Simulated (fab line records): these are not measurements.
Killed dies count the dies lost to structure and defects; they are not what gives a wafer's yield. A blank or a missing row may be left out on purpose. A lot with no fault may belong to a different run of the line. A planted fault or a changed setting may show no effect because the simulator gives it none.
Struck lot and sound lot, side by side    flow nand harc    14 out of 1302 route steps
Sound: the wafers L335.1, L335.4, L335.5. Struck: wafers L327.2, L327.3, L327.6. The cause comes at the end.
Per side, at each step with rows, come the tool, then ch with its chambers, and then its first start. Under that, the readings that differ: sound wafers    struck wafers    difference of the means    sigmas: that difference in standard deviations of wafers without a fault.
alike: same words and numbers on both sides, and readings whose means sit less than 2 such deviations apart. not compared: any withheld reading, any reading some wafer has no value for, any bound like >300 that may hide the same value, and any number with overlapping values for which the record gives no deviation.
A row with sigmas, a row that says differs or no value, or rows on one side alone: a step with any of these is where the two part. Numbers that don't overlap but have no deviation are shown without sigmas and don't part them. A reading that every wafer of one side lacks parts them only if that side has two wafers or more.

first, 7 steps without rows for these wafers: NHARC_A_STAIRCASE_COAT_178; NHARC_A_STAIRCASE_SOFTBAKE_179 (time 170 s); NHARC_A_STAIRCASE_EBR_180; NHARC_A_STAIRCASE_EXPOSE_181 (exposes mask STAIR 2); NHARC_A_STAIRCASE_PEB_182 (peb time 130 s); NHARC_A_STAIRCASE_DEVELOP_183 (time 140 s); NHARC_A_STAIRCASE_HARDBAKE_185 (time 140 s).
NHARC_A_STAIRCASE_DESCUM_186: chemistry O2, time 3 s.
  sound on rie diel-04 ch 0,1,3, day 23 02:00; struck on rie diel-02 ch 0,1,3, day 19 05:35
  alike: drypump motor current A, oes product au, rf vpp V, showerhead plenum p Torr, throttle valve pct
  not compared: rf hours counter h
NHARC_A_STAIRCASE_TRIM_187: chemistry O2, time 211.2 s.
  sound on rie diel-04 ch 0,2, day 23 02:04; struck on rie diel-02 ch 0,1,2, day 19 05:41
  alike: drypump motor current A, oes product au, rf vpp V, showerhead plenum p Torr, throttle valve pct
  not compared: rf hours counter h
NHARC_A_STAIRCASE_ETCH_188: etches the open film in C4F8/O2, target depth 100 nm, time 40.5 s.
  sound on rie diel-04 ch 0,2,3; struck on rie diel-02 ch 0,1,3
  alike: bias w, chamber pressure mTorr, oes product au, rf vpp V
  not compared: rf hours counter h
NHARC_A_STAIRCASE_TRIM_189: chemistry O2, time 211.2 s.
  sound on rie diel-04 ch 0,1,2; struck on rie diel-02 ch 0,3
  alike: drypump motor current A, oes product au, rf vpp V, showerhead plenum p Torr, throttle valve pct
  not compared: rf hours counter h
NHARC_A_STAIRCASE_ETCH_190: etches the open film in C4F8/O2, target depth 100 nm, time 40.5 s.
  sound on rie diel-04 ch 1,2, day 23 02:27; struck on rie diel-02 ch 1,3, day 19 06:03
  no value came back on the struck wafers for bias w (W), chamber pressure mTorr (mTorr), oes product au (a.u.), rf vpp V (V); on the sound wafers bias w (W) reads 1003.8 998.2 998.9
  not compared: rf hours counter h
NHARC_A_STAIRCASE_TRIM_191: chemistry O2, time 211.2 s.
  sound on rie diel-04 ch 0,2,3; struck on rie diel-02 ch 0,1
  alike: drypump motor current A, oes product au, rf vpp V, showerhead plenum p Torr, throttle valve pct
  not compared: rf hours counter h
-- record jumps: 8 days between struck wafers' starts before vs after; left off in module A_STAIRCASE, resumes in module END, first step shown is number 1302 of the route --
NHARC_END_SORT_01:
  only the struck wafers appear in the record here, on prober-02 ch 0 at day 27 11:19; the sound ones have no rows

== WHERE THEY PART ==
Last at NHARC_END_SORT_01 as far as this record goes, first at NHARC_A_STAIRCASE_ETCH_190.

WHY: the cause the simulator had injected
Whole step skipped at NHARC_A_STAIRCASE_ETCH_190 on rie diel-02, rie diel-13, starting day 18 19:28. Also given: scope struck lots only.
